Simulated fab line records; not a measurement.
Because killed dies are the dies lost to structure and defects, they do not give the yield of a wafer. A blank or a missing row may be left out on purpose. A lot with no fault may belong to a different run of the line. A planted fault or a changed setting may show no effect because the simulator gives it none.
What tool caused it?	flow n5Finfet	25 wafers from 9 lots sampled at 6 of the route's 1938 steps

WHAT THE GAUGES SHOWED, per wafer
N5_BEOL_M4_RC_MEAS_101.
lot	measured	on	DIBL_N (mV/V)	DIBL_P (mV/V)	IOFF_N (nA/um)	IOFF_P (nA/um)	ION_N (uA/um)	ION_P (uA/um)	SS_N (mV/dec)	SS_P (mV/dec)	VT_N (mV)	VT_P (mV)
L282	day 8 07:37	prober-01	36.4 34.2 34.7	35.4 31.6 32.5	0.16 0.11 0.13	0.20 0.16 0.16	664 655 662	456 455 454	71.6 70.5 71.2	73.0 72.0 72.5	250 256 253	-251 -256 -257
L284	day 8 09:44	prober-02	38.8 37.2 36.9	39.1 37.0 35.8	0.20 0.16 0.14	0.28 0.22 0.21	671 664 667	463 459 460	72.0 71.6 72.1	74.1 72.7 73.2	246 249 250	-244 -247 -250
L289	day 10 03:45	prober-01	37.8 40.1 37.4	37.9 41.5 36.9	0.17 0.24 0.17	0.24 0.30 0.21	666 692 683	464 474 464	72.3 72.6 72.0	73.3 74.2 73.6	249 244 252	-248 -246 -249
L292	day 11 03:55	prober-01	36.8 37.1 38.4	34.2 35.8 37.2	0.14 0.15 0.17	0.19 0.21 0.24	658 674 674	453 468 468	71.7 72.0 71.9	73.1 72.4 74.4	256 251 250	-252 -251 -248
L293	day 10 22:16	prober-02	32.0 32.8	32.3 32.3	0.10 0.10	0.14 0.14	645 658	450 451	70.2 71.4	71.9 71.9	255 255	-254 -255
L294	day 11 15:01	prober-01	36.2 35.2 35.0	35.7 35.6 34.7	0.14 0.14 0.12	0.19 0.20 0.18	658 684 655	453 470 460	71.2 71.1 70.1	72.7 73.4 72.7	252 250 254	-252 -250 -251
L295	day 11 22:11	prober-02	36.8 37.5	37.2 38.0	0.16 0.16	0.18 0.20	678 672	457 460	71.9 72.1	72.5 73.8	249 252	-254 -253
L299	day 12 10:33	prober-01	37.5 34.2 33.3	38.7 34.3 33.9	0.19 0.12 0.11	0.21 0.15 0.14	678 670 655	456 455 443	72.3 71.8 71.4	73.8 73.0 72.8	251 255 255	-252 -259 -259
L303	day 13 17:25	prober-02	34.7 35.7 37.3	33.1 35.3 35.7	0.14 0.15 0.17	0.17 0.20 0.21	671 684 665	462 465 457	71.1 70.8 71.3	72.5 73.3 72.6	248 247 248	-253 -252 -250

EACH LOT AND THE TOOL THAT RAN IT (in order: tool; ch and the chambers of the sampled wafers; start)
lot	N5_ILD0_CMP_07	N5_ILD0_CMP_12	N5_SDB_ETCH_18	N5_SDB_HM_OPEN_20	N5_SDB_STRIP_22
L282	cmp-02 ch 1,2, day 3 19:38	cmp-03 ch 1,2,3, day 3 23:30	rieDiel-02 ch 1,2, day 4 00:35	rieDiel-02 ch 1,2, day 4 00:45	plasmaAsher-02 ch 0,1, day 4 00:50
L284	cmp-04 ch 0,2,3, day 4 10:02	cmp-04 ch 0,2,3, day 4 13:14	rieDiel-03 ch 1,2, day 4 14:08	rieDiel-03 ch 1,2, day 4 14:18	plasmaAsher-01 ch 0,1, day 4 14:25
L289	cmp-02 ch 0,1, day 5 15:34	cmp-04 ch 0,1,3, day 5 18:59	rieDiel-02 ch 0,2, day 5 19:55	rieDiel-02 ch 0,2, day 5 20:04	plasmaAsher-01 ch 0,1, day 5 20:23
L292	cmp-02 ch 1,2, day 6 07:49	cmp-02 ch 1,2, day 6 11:05	rieDiel-02 ch 0,3, day 6 12:20	rieDiel-02 ch 0,3, day 6 12:30	plasmaAsher-02 ch 0,1, day 6 12:37
L293	cmp-04 ch 0,3, day 6 14:58	cmp-04 ch 0,1, day 6 18:11	rieDiel-02 ch 1,2, day 6 19:31	rieDiel-02 ch 1,2, day 6 19:41	plasmaAsher-02 ch 0,1, day 6 19:48
L294	cmp-02 ch 0,1,3, day 6 21:57	cmp-02 ch 0,2,3, day 7 01:12	rieDiel-03 ch 1,2,3, day 7 02:18	rieDiel-03 ch 1,2,3, day 7 02:28	plasmaAsher-01 ch 0,1, day 7 02:32
L295	cmp-03 ch 1,2, day 7 05:58	cmp-03 ch 2,3, day 7 09:10	rieDiel-02 ch 0,2, day 7 10:02	rieDiel-02 ch 0,2, day 7 10:12	plasmaAsher-01 ch 0,1, day 7 10:19
L299	cmp-02 ch 0,2,3, day 8 07:19	cmp-03 ch 0,1,2, day 8 10:37	rieDiel-03 ch 0,1, day 8 11:53	rieDiel-03 ch 0,1, day 8 12:02	plasmaAsher-02 ch 0,1, day 8 12:07
L303	cmp-04 ch 0,3, day 9 01:44	cmp-02 ch 0,1,3, day 9 05:04	rieDiel-03 ch 1,2, day 9 05:55	rieDiel-03 ch 1,2, day 9 06:05	plasmaAsher-01 ch 0,1, day 9 06:12
- N5_ILD0_CMP_07: polishes SiO2 flowable, stops on poly-Si, t overpolish 1.18 s, target thk 138.88 nm.
- N5_ILD0_CMP_12: polishes SiNx, stops on poly-Si, t overpolish 6 s, target thk 17.67 nm.
- N5_SDB_ETCH_18: etches SOC in N2/H2, target depth 100 nm, overetch 20 nm, time 150 s.
- N5_SDB_HM_OPEN_20: chemistry CH3F/O2, target SiNx, stops on poly-Si, target depth 24 nm.
- N5_SDB_STRIP_22: strips in N2/H2.

WHAT THE TOOLS THEMSELVES READ (means of the sampled wafers that have a number; where no wafer has one, the mark that the record gives instead)
N5_ILD0_CMP_07.
lot	tool	motorCurrentA (A)
L282	cmp-02	12.8
L284	cmp-04	12.4
L289	cmp-02	12.6
L292	cmp-02	13.0
L293	cmp-04	12.7
L294	cmp-02	12.1
L295	cmp-03	11.9
L299	cmp-02	12.4
L303	cmp-04	12.2

N5_ILD0_CMP_12.
lot	tool	motorCurrentA (A)	overpolishRunS (s)	timeToEndpointS (s)
L282	cmp-03	8.5	5.998	28.8
L284	cmp-04	9.1	6.007	30.4
L289	cmp-04	9.1	6.003	31.7
L292	cmp-02	9.7	6.005	31.5
L293	cmp-04	8.6	6.003	31.9
L294	cmp-02	9.3	5.996	28.2
L295	cmp-03	8.2	6.001	26.4
L299	cmp-03	8.6	6.003	29.3
L303	cmp-02	9.0	5.997	27.2

N5_SDB_ETCH_18.
lot	tool	biasW (W)	chamberPressureMTorr (mTorr)	drypumpMotorCurrentA (A)	oesProductAu (a.u.)	rfVppV (V)	showerheadPlenumPTorr (Torr)	throttleValvePct (%)
L282	rieDiel-02	150.9	29.988	5.8	0.67	521.8	2.45	17.87
L284	rieDiel-03	150.3	29.994	5.7	0.63	524.3	2.58	18.08
L289	rieDiel-02	150.0	29.968	5.9	0.77	524.1	2.54	17.72
L292	rieDiel-02	149.7	30.021	6.2	0.70	525.8	2.62	17.62
L293	rieDiel-02	150.1	30.006	5.8	0.65	520.1	2.42	17.88
L294	rieDiel-03	149.9	29.962	5.7	0.74	525.1	2.56	17.82
L295	rieDiel-02	149.9	29.974	5.9	0.73	523.4	2.52	17.82
L299	rieDiel-03	150.6	30.022	6.0	0.83	523.5	2.53	17.74
L303	rieDiel-03	150.2	29.991	5.3	0.83	524.2	2.52	17.61

N5_SDB_HM_OPEN_20.
lot	tool	biasW (W)	chamberPressureMTorr (mTorr)	drypumpMotorCurrentA (A)	oesProductAu (a.u.)	rfVppV (V)	showerheadPlenumPTorr (Torr)	throttleValvePct (%)
L282	rieDiel-02	73.02	30.015	5.8	0.63	288	1.92	16.33
L284	rieDiel-03	72.87	30.016	5.7	0.58	297	2.04	16.66
L289	rieDiel-02	72.99	30.018	5.9	0.72	300	2.00	16.19
L292	rieDiel-02	73.08	29.992	6.2	0.61	305	2.07	16.12
L293	rieDiel-02	73.05	29.983	5.8	0.57	289	1.90	16.39
L294	rieDiel-03	73.19	30.009	5.7	0.68	304	2.02	16.40
L295	rieDiel-02	73.03	30.000	5.9	0.66	296	1.97	16.25
L299	rieDiel-03	73.18	30.012	5.9	0.75	303	2.00	16.17
L303	rieDiel-03	72.87	30.023	5.3	0.77	302	2.00	16.21

N5_SDB_STRIP_22.
lot	tool	drypumpMotorCurrentA (A)	heaterPowerW (W)	oesProductAu (a.u.)	stripTimeToEndpointS (s)
L282	plasmaAsher-02	5.84	393	0.714	96.1
L284	plasmaAsher-01	5.66	301	0.714	96.8
L289	plasmaAsher-01	5.68	300	0.714	96.3
L292	plasmaAsher-02	5.67	359	0.711	94.8
L293	plasmaAsher-02	5.74	375	0.714	95.1
L294	plasmaAsher-01	5.59	310	0.714	96.4
L295	plasmaAsher-01	5.61	304	0.706	94.5
L299	plasmaAsher-02	5.85	393	0.714	96.0
L303	plasmaAsher-01	5.66	302	0.718	96.3

THE ANSWER, worked out from the rows above alone
Rule: the usual values come from the lots themselves. Put in order of their means at a reading, lots are off if they are a third of the lots or fewer, leave a main group of 4 or more, and stand apart from it by a gap of 3 or more times the standard deviation of the main group's means; of several such gaps the widest counts. A main group whose means are all the same, to the digits that the tables above print for the reading, isn't used. A lot without any number at a reading at which 4 lots or more have one is off too. Where the step has rows for the other lots, those lots are counted as sound. After the gauges, taken in route order, come the tools' own readings; for these a lot's mean is taken, as printed above. At the first step where some lot is off, the reading lying furthest off is the one used; lots without a number count as furthest.
Off, at N5_SDB_STRIP_22 on stripTimeToEndpointS: L292, L293, L295. For the main group the mean is 96.3 s and the standard deviation 0.25.
A tool fits if, at that step or a process step before it, it ran every lot that is off, and no sound lot after the first of them. One fits: N5_SDB_ETCH_18 and N5_SDB_HM_OPEN_20 on rieDiel-02. At N5_SDB_ETCH_18 its last sound lot is L289 (day 5 19:55), its first lot that is off L292 (day 6 12:20): a fault that began between those two fits.

WHAT WAS PUT IN BY THE SIMULATOR
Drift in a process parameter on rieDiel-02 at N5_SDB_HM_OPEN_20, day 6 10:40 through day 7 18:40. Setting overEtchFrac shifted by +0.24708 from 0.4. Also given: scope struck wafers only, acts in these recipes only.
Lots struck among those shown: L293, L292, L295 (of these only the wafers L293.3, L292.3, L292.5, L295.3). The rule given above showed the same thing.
